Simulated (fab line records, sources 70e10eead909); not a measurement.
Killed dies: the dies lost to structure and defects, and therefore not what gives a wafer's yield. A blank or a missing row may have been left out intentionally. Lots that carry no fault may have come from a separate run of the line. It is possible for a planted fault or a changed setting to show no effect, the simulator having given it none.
Chamber matching | flow nand-harc | NHARC_A_STAIRCASE_TRIM_187 on rie-diel-07: 4 sister chambers
The step chemistry O2, time 211.2 s. 8 wafers are shown with their chamber, then 12 later ones without.

WAFERS, EACH WITH ITS CHAMBER
wafer  | chamber | showerhead-plenum-p-Torr (Torr) | drypump-motor-current-A (A)
L081.4 | 2       | 3.67                            | 5.8
L090.1 | 2       | 3.66                            | 5.7
L088.5 | 3       | 3.59                            | 6.4
L088.3 | 3       | 3.59                            | 6.4
L088.6 | 0       | 3.38                            | 6.5
L093.3 | 1       | 3.32                            | 5.8
L093.5 | 1       | 3.32                            | 5.8
L093.6 | 0       | 3.38                            | 6.5

WAFERS MISSING THEIR CHAMBER
wafer  | showerhead-plenum-p-Torr (Torr) | drypump-motor-current-A (A)
L092.3 | 3.58                            | 6.4
L092.4 | 3.32                            | 5.8
L092.6 | 3.58                            | 6.4
L096.1 | 3.58                            | 6.4
L096.2 | 3.66                            | 5.8
L096.6 | 3.66                            | 5.8
L096.3 | 3.32                            | 5.7
L096.4 | 3.38                            | 6.5
L096.5 | 3.58                            | 6.4
L097.3 | 3.58                            | 6.4
L097.5 | 3.31                            | 5.8
L097.6 | 3.38                            | 6.6

WHICH CHAMBER EACH ONE RAN IN
wafer  | from the rows above | in truth
L092.3 | 3                   | 3
L092.4 | 1                   | 1
L092.6 | 3                   | 3
L096.1 | 3                   | 3
L096.2 | 2                   | 2
L096.6 | 2                   | 2
L096.3 | 1                   | 1
L096.4 | 0                   | 0
L096.5 | 3                   | 3
L097.3 | 3                   | 3
L097.5 | 1                   | 1
L097.6 | 0                   | 0
Placed correctly: 12 of 12. Not placeable from these rows: 0. Wrongly placed: 0.
How it was worked out, from the rows above alone: a wafer's distance from a chamber is the root of the sum, over the readings, of the square of ((its reading less the chamber's mean) divided by the reading's scatter). If the next closest chamber is less than 2 further off than the closest, the wafer can't be placed; otherwise it belongs to the closest. The mean given for a chamber averages the wafers shown for that chamber. The scatter: take each reading less its chamber's mean, square it, sum over the shown wafers, divide by the number of wafers less the number of chambers, and take the root.
